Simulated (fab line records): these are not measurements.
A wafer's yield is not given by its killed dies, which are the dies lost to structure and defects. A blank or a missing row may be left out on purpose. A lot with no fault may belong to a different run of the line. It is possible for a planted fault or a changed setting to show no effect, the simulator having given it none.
fab line records ; flow n5Finfet
record: lots: 9; wafers: 25; lastDay: 19
route steps=1938 shown BEOL_M11@1578 BEOL_M12@1602 PASSIVATION@1936
lots that met no fault: from a run of the same line without faults
startH: hours from the record's opening day to when the first of the lot's shown wafers began ; waitH: hours elapsed since this lot's preceding step ; " unchanged from the row above ; L1.1+2: one row covering several wafers at once ; - no value, or no start was given ; * or withheld: withheld ; < > ~ a bound
route shown NAME@n: names a module that has steps shown in the file, with the first one's number in the route ; usual: mean and standard deviation over wafers with no fault ; same: alike in all rows ; chamber/n: place in a boat ; sites: readings site by site ; _std_site: standard deviation of those values ; _edge_site: outer sites' mean less inner sites' ; radiusMm: for every site, how far away it sits from the centre of the wafer ; mask NAME#n: copy n ; behind: the tool/chamber that last shaped the wafer ; hold: why the lot was held/for how many hours/how that ended ; device: the n, p or np transistor that did not switch ; end of line: the tests these same wafers got at the end of their route ; where a step has no rows: the recipe by itself ; killed: count of dies lost to structure and defects at first sort (not the wafer's yield) ; map: a wafer's dies, marking killed ones x, the rest . and places with no die _
set.NAME: the run value of the setting; set.NAME@STEP: its run value at that earlier step ; model.NAME: the simulator's own value behind a step, which no gauge read
a sample of lots followed through the steps of the route, with each step as a table and each wafer as a row
services: a tool's chamber out of use, with start hour (startH, from the record's first day; less than 0 if before it), hours out, and reason
== steps ==
step: N5_BEOL_M11_TRENCH_ETCH_37
recipe: chemistry: C4F6/O2; targetDepthA: 1488.3; target: SiCOH_lowk; timeS: 48; ionEnergyEv: 250; pressureMtorr: 30; sourceW: 345; biasW: 185; Ar_flow_sccm: 300; C4F6_flow_sccm: 10; O2_flow_sccm: 10
usual: biasW: 185.1/0.6; drypumpMotorCurrentA: 5.72/0.28; oes_f_703_au: 0.78/0.085; oesProductAu: 0.78/0.074; rfVppV: 667/13; showerheadPlenumPTorr: 2.81/0.12; throttleValvePct: 20.93/0.25
same: timeS: 48
lot.wafer;tool;chamber;startH;waitH;biasW;drypumpMotorCurrentA;oes_f_703_au;oesProductAu;rfHoursCounterH;rfVppV;showerheadPlenumPTorr;throttleValvePct
L343.3;rieDiel-05;0;-;-;183.6;5.50;0.89;0.91;35;666;2.89;21.19
L343.4;rieDiel-05;2;-;-;185.2;5.32;0.65;0.69;212;661;2.86;21.27
L343.6;rieDiel-05;0;-;-;184.9;5.51;0.89;0.92;-;666;2.89;21.21
L344.1;rieDiel-06;3;-;-;183.8;5.88;0.78;0.77;155;669;2.71;20.74
L344.2;rieDiel-06;1;-;-;185.6;5.64;0.76;0.74;188;642;2.68;20.66
L344.6;rieDiel-06;1;-;-;186.2;5.65;0.76;0.73;-;644;2.68;20.69
L346.1;rieDiel-06;1;-;-;184.5;5.66;0.75;0.73;193;646;2.67;20.67
L346.4;rieDiel-06;0;-;-;184.8;5.56;0.84;0.83;63;670;2.75;20.59
L350.2;rieDiel-06;1;-;-;185.0;5.66;0.75;0.72;205;644;2.67;20.69
L350.4;rieDiel-06;2;-;-;186.2;5.36;0.96;0.91;24;678;3.05;20.96
L350.5;rieDiel-06;1;-;-;185.4;5.68;0.75;0.72;-;644;2.67;20.69
L354.1;rieDiel-03;1;-;-;184.8;5.93;0.79;0.74;180;652;2.82;20.91
L354.3;rieDiel-03;3;-;-;186.0;5.70;0.71;0.74;207;672;2.70;21.15
L354.5;rieDiel-03;1;-;-;184.8;5.93;0.79;0.74;-;650;2.82;20.90
L358.1;rieDiel-05;0;-;-;184.2;5.50;0.85;0.88;60;663;2.88;21.26
L358.4;rieDiel-05;1;-;-;185.2;5.76;0.75;0.71;206;684;2.90;20.78
L360.1;rieDiel-05;2;-;-;185.1;5.32;0.62;0.68;246;661;2.85;21.32
L360.3;rieDiel-05;0;-;-;184.8;5.53;0.84;0.86;66;665;2.88;21.26
L360.4;rieDiel-05;1;-;-;185.1;5.75;0.74;0.71;212;685;2.90;20.78
L365.2;rieDiel-06;2;-;-;185.4;5.35;0.91;0.87;50;678;3.04;21.00
L365.3;rieDiel-06;3;-;-;185.4;5.87;0.75;0.74;194;668;2.69;20.80
L365.5;rieDiel-06;0;-;-;184.6;5.57;0.80;0.80;-;670;2.73;20.64
L364.3;rieDiel-05;3;-;-;185.0;5.97;0.73;0.76;127;680;2.88;21.33
L364.5;rieDiel-05;1;-;-;185.7;5.77;0.73;0.71;-;684;2.90;20.79
L364.6;rieDiel-05;0;-;-;184.5;5.51;0.82;0.86;-;665;2.88;21.27
step: N5_BEOL_M11_ETCH_41
recipe: chemistry: CH3F/O2; target: SiCN; targetDepthA: 426; taperDeg: 2; timeS: 86; ionEnergyEv: 120; maskMaterial: TiN; pressureMtorr: 30; sourceW: 395; biasW: 75; Ar_flow_sccm: 150; CH3F_flow_sccm: 30; O2_flow_sccm: 20
usual: CH3F_flow_sccm: 30.01/0.11; biasW: 74.99/0.23; drypumpMotorCurrentA: 5.72/0.28; oesProductAu: 0.78/0.076; rfVppV: 296.9/1.7; showerheadPlenumPTorr: 1.98/0.084; throttleValvePct: 16.33/0.21
same: timeS: 86
lot.wafer;tool;chamber;startH;waitH;CH3F_flow_sccm;biasW;drypumpMotorCurrentA;oesProductAu;rfHoursCounterH;rfVppV;showerheadPlenumPTorr;throttleValvePct
L343.3;rieDiel-05;0;-;-;30.07;75.38;5.52;0.92;35;297.7;2.03;16.49
L343.4;rieDiel-05;2;-;-;29.87;75.01;5.33;0.70;212;296.2;2.00;16.62
L343.6;rieDiel-05;0;-;-;30.15;74.98;5.47;0.91;-;298.5;2.03;16.50
L344.1;rieDiel-06;3;-;-;29.83;75.23;5.89;0.77;155;296.4;1.90;16.19
L344.2;rieDiel-06;1;-;-;30.00;75.18;5.63;0.74;188;295.1;1.88;16.23
L344.6;rieDiel-06;1;-;-;29.97;75.12;5.64;0.73;-;296.2;1.88;16.22
L346.1;rieDiel-06;1;-;-;29.95;74.63;5.66;0.73;193;296.3;1.88;16.21
L346.4;rieDiel-06;0;-;-;30.06;75.39;5.57;0.84;63;296.0;1.93;15.99
L350.2;rieDiel-06;1;-;-;29.83;74.85;5.62;0.73;205;294.4;1.88;16.25
L350.4;rieDiel-06;2;-;-;29.99;75.12;5.33;0.92;24;299.5;2.15;16.23
L350.5;rieDiel-06;1;-;-;29.94;75.00;5.61;0.73;-;297.0;1.88;16.26
L354.1;rieDiel-03;1;-;-;30.17;75.02;5.97;0.74;180;296.6;1.98;16.35
L354.3;rieDiel-03;3;-;-;30.16;75.09;5.69;0.72;207;293.6;1.89;16.57
L354.5;rieDiel-03;1;-;-;29.99;74.88;5.96;0.74;-;296.8;1.98;16.33
L358.1;rieDiel-05;0;-;-;30.04;74.64;5.50;0.88;60;298.1;2.02;16.54
L358.4;rieDiel-05;1;-;-;29.92;74.87;5.76;0.71;206;298.0;2.05;16.29
L360.1;rieDiel-05;2;-;-;30.05;75.17;5.33;0.68;246;296.4;1.99;16.67
L360.3;rieDiel-05;0;-;-;30.02;75.34;5.50;0.88;66;297.7;2.02;16.55
L360.4;rieDiel-05;1;-;-;29.91;75.02;5.76;0.71;212;298.7;2.04;16.29
L365.2;rieDiel-06;2;-;-;30.00;74.76;5.33;0.87;50;300.2;2.14;16.29
L365.3;rieDiel-06;3;-;-;30.08;74.88;5.85;0.73;194;295.2;1.88;16.26
L365.5;rieDiel-06;0;-;-;29.85;75.14;5.54;0.80;-;294.8;1.92;16.06
L364.3;rieDiel-05;3;-;-;29.93;75.20;5.99;0.75;127;297.1;2.03;16.62
L364.5;rieDiel-05;1;-;-;30.07;75.28;5.79;0.70;-;299.2;2.04;16.32
L364.6;rieDiel-05;0;-;-;30.00;74.87;5.49;0.85;-;298.7;2.02;16.57
step: N5_BEOL_M11_RS_MEAS_57
recipe: thkMeasGauge: four-point-probe; reads: Cu_of_BEOL_M11_ECD_50+Co_of_BEOL_M11_CVD_75+TaN_of_BEOL_M11_ALD_74
usual: M11_RS: 0.152/0.0045
lot.wafer;tool;chamber;startH;waitH;M11_RS[ohm/sq]
L343.3;filmMetro-02;-;244.05;0.0;0.148
L343.4;filmMetro-02;-;244.05;0.0;0.161
L343.6;filmMetro-02;-;244.05;0.0;0.149
L344.1;filmMetro-01;-;252.34;0.0;0.144
L344.2;filmMetro-01;-;252.34;0.0;0.154
L344.6;filmMetro-01;-;252.34;0.0;0.152
L346.1;filmMetro-02;-;264.43;0.0;0.152
L346.4;filmMetro-02;-;264.43;0.0;0.157
L350.2;filmMetro-02;-;299.81;0.0;0.153
L350.4;filmMetro-02;-;299.81;0.0;0.148
L350.5;filmMetro-02;-;299.81;0.0;0.155
L354.1;filmMetro-01;-;307.62;0.0;0.151
L354.3;filmMetro-01;-;307.62;0.0;0.150
L354.5;filmMetro-01;-;307.62;0.0;0.151
L358.1;filmMetro-01;-;342.69;0.0;0.149
L358.4;filmMetro-01;-;342.69;0.0;0.148
L360.1;filmMetro-02;-;367.77;0.0;0.157
L360.3;filmMetro-02;-;367.77;0.0;0.148
L360.4;filmMetro-02;-;367.77;0.0;0.151
L365.2;filmMetro-02;-;392.96;0.0;0.151
L365.3;filmMetro-02;-;392.96;0.0;0.150
L365.5;filmMetro-02;-;392.96;0.0;0.160
L364.3;filmMetro-01;-;395.18;0.0;0.157
L364.5;filmMetro-01;-;395.18;0.0;0.154
L364.6;filmMetro-01;-;395.18;0.0;0.148
step: N5_BEOL_M12_ILD_DEP_00
recipe: material: SiOC; targetThkA: 6589.2; tempC: 350; precursor: DEMS/O2; pressureTorr: 5; rfW: 500; timeS: 130.7
usual: heaterPowerOuterW: 238/37; heaterPowerW: 438/48; runLengthS: 175.9/0.65; showerheadPlenumPTorr: 5.688/0.014; throttleValvePct: 12.2/0.85
lot.wafer;tool;chamber;startH;waitH;heaterPowerOuterW;heaterPowerW;runLengthS;showerheadPlenumPTorr;throttleValvePct
L343.3;pecvd-02;0;244.11;0.0;236;432;176.5;5.683;13.1
L343.4;pecvd-02;2;244.11;0.0;272;450;176.2;5.687;11.4
L343.6;pecvd-02;1;244.11;0.0;212;410;174.7;5.696;13.1
L344.1;pecvd-04;2;252.40;0.0;256;432;175.7;5.664;10.5
L344.2;pecvd-04;1;252.40;0.0;251;487;175.8;5.691;12.7
L344.6;pecvd-04;1;252.40;0.0;178;376;175.6;5.700;13.0
L346.1;pecvd-03;2;264.50;0.0;184;349;176.7;5.696;11.2
L346.4;pecvd-03;0;264.50;0.0;288;511;176.1;5.709;12.8
L350.2;pecvd-03;2;299.87;0.0;251;440;176.6;5.704;11.2
L350.4;pecvd-03;0;299.87;0.0;302;537;175.7;5.695;12.9
L350.5;pecvd-03;2;299.87;0.0;183;340;176.4;5.704;11.2
L354.1;pecvd-03;2;307.68;0.0;251;433;148.3;5.700;11.4
L354.3;pecvd-03;0;307.68;0.0;292;540;175.4;5.694;12.7
L354.5;pecvd-03;1;307.68;0.0;227;436;174.8;5.693;12.8
L358.1;pecvd-03;2;342.76;0.0;242;419;149.2;5.709;11.1
L358.4;pecvd-03;0;342.76;0.0;281;499;175.7;5.689;12.7
L360.1;pecvd-04;2;367.83;0.0;280;482;175.7;5.678;10.7
L360.3;pecvd-04;1;367.83;0.0;183;383;176.5;5.690;12.8
L360.4;pecvd-04;0;367.83;0.0;186;383;175.9;5.658;12.2
L365.2;pecvd-02;1;393.02;0.0;213;414;174.5;5.692;13.0
L365.3;pecvd-02;0;393.02;0.0;248;439;176.1;5.673;12.9
L365.5;pecvd-02;0;393.02;0.0;256;446;176.2;5.681;12.9
L364.3;pecvd-02;1;395.24;0.0;203;403;175.0;5.694;13.0
L364.5;pecvd-02;0;395.24;0.0;252;437;176.5;5.680;12.9
L364.6;pecvd-02;1;395.24;0.0;213;423;174.7;5.686;13.2
step: N5_BEOL_M12_THK_MEAS_01
recipe: reads: SiOC_of_BEOL_M12_ILD_DEP_00
usual: M12_ILD_THK: 662/10
lot.wafer;tool;chamber;startH;waitH;M12_ILD_THK[nm]
L343.3;filmMetro-02;-;244.24;0.1;651
L343.4;filmMetro-02;-;244.24;0.1;666
L343.6;filmMetro-02;-;244.24;0.1;658
L344.1;filmMetro-01;-;252.53;0.1;646
L344.2;filmMetro-01;-;252.53;0.1;647
L344.6;filmMetro-01;-;252.53;0.1;651
L346.1;filmMetro-02;-;264.63;0.1;660
L346.4;filmMetro-02;-;264.63;0.1;674
L350.2;filmMetro-02;-;300.00;0.1;661
L350.4;filmMetro-02;-;300.00;0.1;674
L350.5;filmMetro-02;-;300.00;0.1;669
L354.1;filmMetro-02;-;307.81;0.1;522
L354.3;filmMetro-02;-;307.81;0.1;660
L354.5;filmMetro-02;-;307.81;0.1;669
L358.1;filmMetro-01;-;342.89;0.1;513
L358.4;filmMetro-01;-;342.89;0.1;669
L360.1;filmMetro-01;-;367.96;0.1;648
L360.3;filmMetro-01;-;367.96;0.1;646
L360.4;filmMetro-01;-;367.96;0.1;668
L365.2;filmMetro-01;-;393.15;0.1;678
L365.3;filmMetro-01;-;393.15;0.1;660
L365.5;filmMetro-01;-;393.15;0.1;673
L364.3;filmMetro-02;-;395.37;0.1;664
L364.5;filmMetro-02;-;395.37;0.1;682
L364.6;filmMetro-02;-;395.37;0.1;671
step: N5_BEOL_M12_STRIP_63
recipe: chemistry: N2/H2; powerW: 1000; tempC: 250; h2Frac: 0.65; overashFraction: 0.3; pressureMtorr: 1000; n2FlowSccm: 1750; h2FlowSccm: 3250
usual: drypumpMotorCurrentA: 5.6/0.32; h2FlowSccm: 3248/11; heaterPowerW: 328/12; oesProductAu: 0.693/0.0047; stripTimeToEndpointS: 42.2/1.1
same: overashFraction: 0.3
lot.wafer;tool;chamber;startH;waitH;drypumpMotorCurrentA;h2FlowSccm;heaterPowerW;oesProductAu;rfHoursCounterH;stripTimeToEndpointS
L343.3;plasmaAsher-01;0;244.95;-;6.2;3264;323;0.689;-;43.2
L343.4;plasmaAsher-01;1;244.95;-;5.6;3240;317;0.698;-;42.1
L343.6;plasmaAsher-01;0;244.95;-;6.2;3236;337;0.693;-;42.4
L344.1;plasmaAsher-02;1;253.34;-;5.5;3238;306;0.686;69;43.5
L344.2;plasmaAsher-02;0;253.34;-;5.3;3227;349;0.691;69;43.7
L344.6;plasmaAsher-02;0;253.34;-;5.3;3245;352;0.693;-;43.5
L346.1;plasmaAsher-02;0;265.62;-;5.3;3263;346;0.691;72;42.6
L346.4;plasmaAsher-02;1;265.62;-;5.5;3257;321;0.694;-;42.9
L350.2;plasmaAsher-01;0;300.68;-;6.2;3260;334;0.693;134;42.0
L350.4;plasmaAsher-01;1;300.68;-;5.7;3252;315;0.692;-;41.5
L350.5;plasmaAsher-01;0;300.68;-;6.2;3250;327;0.686;-;41.3
L354.1;plasmaAsher-01;1;308.62;-;5.7;3251;314;0.709;135;52.6
L354.3;plasmaAsher-01;0;308.62;-;6.2;3235;339;0.695;-;42.4
L354.5;plasmaAsher-01;0;308.62;-;6.2;3234;319;0.693;-;41.2
L358.1;plasmaAsher-02;0;343.57;-;5.3;3230;347;0.707;87;54.3
L358.4;plasmaAsher-02;0;343.57;-;5.3;3248;340;0.683;-;41.2
L360.1;plasmaAsher-02;0;368.65;-;5.3;3251;344;0.693;97;42.4
L360.3;plasmaAsher-02;0;368.65;-;5.3;3274;344;0.693;-;43.2
L360.4;plasmaAsher-02;1;368.65;-;5.5;3258;316;0.693;-;41.8
L365.2;plasmaAsher-02;0;393.83;-;5.3;3246;338;0.693;102;41.3
L365.3;plasmaAsher-02;1;393.83;-;5.5;3233;320;0.698;-;42.7
L365.5;plasmaAsher-02;1;393.83;-;5.5;3249;312;0.693;-;42.1
L364.3;plasmaAsher-02;0;396.20;-;5.3;3263;342;0.700;-;42.8
L364.5;plasmaAsher-02;1;396.20;-;5.5;3255;312;0.693;-;40.7
L364.6;plasmaAsher-02;0;396.20;-;5.3;3259;336;0.690;-;41.3
step: N5_PASSIVATION_PROBE_49
usual: defectLimitedYield: 91.1/1.4; killed_at_M0_to_M3: 34/11; killed_at_M4_up: 14/5.6; killedAtContacts: 13/5.9; killedAtFrontEnd: 40/11; killedAtOther: 4/3.1; killedDies: 105/16; killedOpen: 68/11; killedShort: 34/8.4; sort_bin_5_function: 5.2/0.86; sort_bin_6_memory: 3.2/0.7; sort_bin_8_speed: 0.1/1.1; sortNPass: 1074/21; sortYieldPct: 91.0/1.8
same: grossDies: 1180; killedAtBackSide: 0; sort_bin_4_leakage[%]: 0
lot.wafer;tool;chamber;startH;waitH;defectLimitedYield[%];killed_at_M0_to_M3;killed_at_M4_up;killedAtContacts;killedAtFrontEnd;killedAtOther;killedDies;killedOpen;killedShort;sort_bin_5_function[%];sort_bin_6_memory[%];sort_bin_8_speed[%];sortNPass;sortYieldPct[%]
L354.3;prober-01;-;347.48;0.1;88.6;46;13;6;58;12;135;86;39;6.1;4.2;0;1045;88.6
L354.5;prober-01;-;347.58;0.2;89.0;46;12;14;49;9;130;78;36;6.3;3.3;0;1050;89.0
killed by level:class
L354.3 BEOL_M3:geometricParticle:open=14 FIN_SAQP:geometricParticle:short=11 BEOL_M2:geometricParticle:open=11 HKMG_FIN:areaEtch=10 DUMMY_GATE:geometricParticle:open=8 BEOL_M0_SAQP:geometricParticle:short=8 STI_FIN_REVEAL:geometricParticle:open=7 GATE_CUT:geometricParticle:open=6
L354.5 HKMG_FIN:areaEtch=15 MOL_CONTACT_COAG:geometricParticle:open=14 BEOL_M0_SAQP:geometricParticle:short=10 BEOL_M2:geometricParticle:open=9 BEOL_M0_SAQP:geometricParticle:open=7 FIN_SAQP:geometricParticle:open=6 FIN_SAQP:geometricParticle:short=6 BEOL_M1:geometricParticle:open=6
== services ==
tool;chamber;startH;hours;kind
pecvd-04;0;223.22;5.5;scheduledDown
rieDiel-05;3;228.51;2.4;repair
rieDiel-06;2;235.86;5.7;repair
rieDiel-05;-;249.68;4.3;pm
plasmaAsher-01;-;252.25;1.5;repair
rieDiel-05;-;290.91;0.9;repair
pecvd-04;1;291.98;16.5;scheduledDown
pecvd-04;-;292.23;3.4;repair
pecvd-03;1;323.05;5.5;scheduledDown
rieDiel-03;2;334.67;-;clean
rieDiel-03;2;334.67;-;consumableReplace:focusRing
rieDiel-03;2;334.67;-;consumableReplace:showerhead
rieDiel-03;2;334.67;20.1;scheduledDown
pecvd-02;-;341.15;0.8;repair
plasmaAsher-01;-;346.04;28.1;pm
pecvd-04;-;347.87;1.0;repair
rieDiel-05;1;356.64;3.1;repair
pecvd-02;1;371.88;2.1;scheduledDown
rieDiel-03;2;373.12;2.4;repair
rieDiel-05;2;378.05;-;clean
rieDiel-05;2;378.05;-;consumableReplace:focusRing
rieDiel-05;2;378.05;24.0;scheduledDown
rieDiel-05;2;378.05;24.0;ventCycle
rieDiel-05;-;387.68;1.8;repair
== key ==
firstSign: step: N5_BEOL_M12_ILD_DEP_00; reading: runLengthS; direction: down; sigmas: 42; usual: *; struck: *
effect: step: N5_BEOL_M12_THK_MEAS_01; reading: M12_ILD_THK; direction: down; sigmas: 14; usual: 662; struck: 518
effect: step: N5_BEOL_M12_STRIP_63; reading: stripTimeToEndpointS; direction: up; sigmas: 10; usual: *; struck: *
metAt N5_BEOL_M12_ILD_DEP_00
struckLots L354,L358
struckWafers L354.1,L358.1
baselineLoss: step: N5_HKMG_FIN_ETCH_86; wafers: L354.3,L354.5
notActingAt N5_BEOL_M11_TRENCH_ETCH_37,N5_BEOL_M11_ETCH_41,N5_BEOL_M11_RS_MEAS_57
onsetBetween 299.87 307.68
fault: kind: processParameterDrift; tool: pecvd-03; chamber: -; onsetH: 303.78; steps: N5_BEOL_M12_ILD_DEP_00; channel: timeS; offset: *; shape: step; endH: 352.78; scope: struckWafersOnly; actsIn: *; stated: *
baselineLoss: these wafers lose ten dies or more at that step, a loss of the line's own and not of a fault; the sort's usual values leave them out
